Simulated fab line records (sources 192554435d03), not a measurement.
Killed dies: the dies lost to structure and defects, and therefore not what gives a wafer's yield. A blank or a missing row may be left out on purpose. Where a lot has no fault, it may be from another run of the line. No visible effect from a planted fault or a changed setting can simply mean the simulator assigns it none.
Which tool was responsible? || flow n5_finfet || 33 wafers from 11 lots sampled at 2 of the route's 1938 steps

WHAT THE GAUGES READ, wafer by wafer
N5_MOL_CONTACT_COAG_CD_MEAS_08 targets a cd of 28 nm.
{"lot": "L499", "measured": "day 4 16:07", "on": "cd_sem-01", "cd_nm (nm)": "27.95 28.40 27.94"}
{"lot": "L500", "measured": "day 5 00:16", "on": "cd_sem-02", "cd_nm (nm)": "28.09 27.92 27.47"}
{"lot": "L501", "measured": "day 5 06:04", "on": "cd_sem-03", "cd_nm (nm)": "27.66 27.61 27.82"}
{"lot": "L502", "measured": "day 5 13:41", "on": "cd_sem-03", "cd_nm (nm)": "27.86 28.39 28.04"}
{"lot": "L503", "measured": "day 5 15:38", "on": "cd_sem-03", "cd_nm (nm)": "28.33 28.36 28.04"}
{"lot": "L504", "measured": "day 5 21:23", "on": "cd_sem-02", "cd_nm (nm)": "27.96 28.10 27.72"}
{"lot": "L505", "measured": "day 6 02:43", "on": "cd_sem-01", "cd_nm (nm)": "27.93 27.57 28.07"}
{"lot": "L514", "measured": "day 8 11:44", "on": "cd_sem-03", "cd_nm (nm)": "29.00 29.18 28.88"}
{"lot": "L515", "measured": "day 8 13:55", "on": "cd_sem-03", "cd_nm (nm)": "28.89 28.90 28.91"}
{"lot": "L516", "measured": "day 8 22:53", "on": "cd_sem-03", "cd_nm (nm)": "28.89 28.77 29.05"}
{"lot": "L521", "measured": "day 10 12:31", "on": "cd_sem-02", "cd_nm (nm)": "27.67 27.70 28.08"}

WHAT TOOL EACH LOT RAN ON (gives the tool, then ch and the chambers of the sampled wafers, and finally the start)
{"lot": "L499", "N5_GATE_CUT_CMP_43": "cmp-01 ch 0,2,3, day 4 15:08"}
{"lot": "L500", "N5_GATE_CUT_CMP_43": "cmp-03 ch 1,3, day 4 23:16"}
{"lot": "L501", "N5_GATE_CUT_CMP_43": "cmp-02 ch 1,2, day 5 05:04"}
{"lot": "L502", "N5_GATE_CUT_CMP_43": "cmp-01 ch 0,2,3, day 5 12:38"}
{"lot": "L503", "N5_GATE_CUT_CMP_43": "cmp-01 ch 0,2, day 5 14:38"}
{"lot": "L504", "N5_GATE_CUT_CMP_43": "cmp-02 ch 1,3, day 5 20:28"}
{"lot": "L505", "N5_GATE_CUT_CMP_43": "cmp-02 ch 2,3, day 6 01:35"}
{"lot": "L514", "N5_GATE_CUT_CMP_43": "cmp-02 ch 0,2,3, day 8 10:40"}
{"lot": "L515", "N5_GATE_CUT_CMP_43": "cmp-02 ch 0,1, day 8 12:54"}
{"lot": "L516", "N5_GATE_CUT_CMP_43": "cmp-03 ch 0,2, day 8 21:45"}
{"lot": "L521", "N5_GATE_CUT_CMP_43": "cmp-01 ch 0,1, day 10 11:14"}
- N5_GATE_CUT_CMP_43: polishes SiO2.

THE ANSWER, worked out from the rows above alone
Rule: the lots themselves supply what counts as usual. Put in order of their means at a reading, lots are off if they are a third of the lots or fewer, leave a main group of 4 or more, and stand apart from it by a gap of 3 or more times the standard deviation of the main group's means; of several such gaps the widest counts. The tables above print the reading to a certain number of digits; a main group whose means all agree to those digits is not used. A lot without any number at a reading at which 4 lots or more have one is off too. The other lots that the step has rows for count as sound.
Off: L514, L515, L516 (N5_MOL_CONTACT_COAG_CD_MEAS_08, cd_nm). Mean 27.95 nm and standard deviation 0.17 in the main group.
A tool fits if, at a process step before that reading, it ran every lot that is off, and no sound lot after the first of them. The gauges at N5_MOL_CONTACT_COAG_CD_MEAS_08 are tried like those tools. One candidate fits, namely cd_sem-03 at N5_MOL_CONTACT_COAG_CD_MEAS_08. A fault onset in the window from L503 (day 5 15:38, its last sound lot) to L514 (day 8 11:44, its first lot off) fits.

WHAT WAS PUT IN BY THE SIMULATOR
Metrology matching offset: cd_sem-03, from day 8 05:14 on, at N5_MOL_CONTACT_COAG_CD_MEAS_08. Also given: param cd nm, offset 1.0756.
Shown lots that were struck: L514, L515, L516. This agrees with what the rule above found.
